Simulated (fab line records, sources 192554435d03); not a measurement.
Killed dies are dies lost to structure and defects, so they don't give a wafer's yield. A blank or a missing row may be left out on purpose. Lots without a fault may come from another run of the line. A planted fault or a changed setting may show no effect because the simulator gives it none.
Problem report in the 8D (eight disciplines) form, filled by code | flow n5_finfet | the parts of the form that need people (team, actions taken, sign-off) are left out

1. THE PROBLEM
spin_speed_rpm at N5_BEOL_M5_COAT_74 reads a mean of 1384.1 rpm on 6 wafers of 2 lots; wafers without a fault read 1500.1 rpm with a standard deviation of 0.94. That is -99 or more standard deviations from the usual mean.
The step: time 60 s, resist thk 5 nm.
First seen on wafer L785.2, day 12 15:37, on litho_track-05. The record holds 12 wafers of 4 lots with a number at this step. Rule for "out", or "out of limits": more than 4 standard deviations from the usual mean. The other wafers with a number count as sound.

2. WHAT IT IS AND WHAT IT IS NOT
question                    | is                     | is not
which readings at this step | spin_speed_rpm         | -
which lots                  | L785, L788             | L775, L790
which wafers of those lots  | all that have a number | -
read on which tools         | litho_track-05         | litho_track-04
when                        | from day 12 15:37      | up to then (3 sound wafers); but 3 sound wafers of L790 came after

3. SUSPECTS, AND WHAT RULES EACH OUT
Counting: a tool at a process step up to the reading stays a suspect if it ran every lot that is out and no sound lot after the first of them.
- litho_track-05 at N5_BEOL_M5_COAT_74 (time 60 s, resist thk 5 nm): kept. It ran every lot that is out, first L785 (day 12 15:37), and no sound lot after that; its last sound lot up to then is L775 (day 10 06:35). Its own readings are out on those wafers: spin_speed_rpm.
Left after counting: litho_track-05 at N5_BEOL_M5_COAT_74.

4. THE CAUSE (what the simulator had put in)
Process parameter drift: litho_track-05, from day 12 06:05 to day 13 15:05, at N5_BEOL_M5_COAT_74. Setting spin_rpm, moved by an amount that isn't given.
Counting left only this tool.

5. THE CHAIN OF EFFECTS, in route order
Each row: a reading whose mean over the struck wafers that have a number lies more than 3 standard deviations from the usual. Only readings for which the record gives a usual standard deviation are gone through. hours: the time from each lot's start at the first step in this table that gives one to its start at this step, as a median over the lots. sigmas: the change in usual standard deviations.
hours | step               | reading        | usual      | on struck wafers | change | sigmas
0     | N5_BEOL_M5_COAT_74 | spin_speed_rpm | 1500.1 rpm | 1384.1           | -116.0 | -99 or more
The process steps in it:
- N5_BEOL_M5_COAT_74: time 60 s, resist thk 5 nm.

6. WHAT WOULD HAVE CAUGHT IT SOONER
In this record the first reading out of limits was taken at day 12 15:37, 10 hours after the fault began at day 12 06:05.
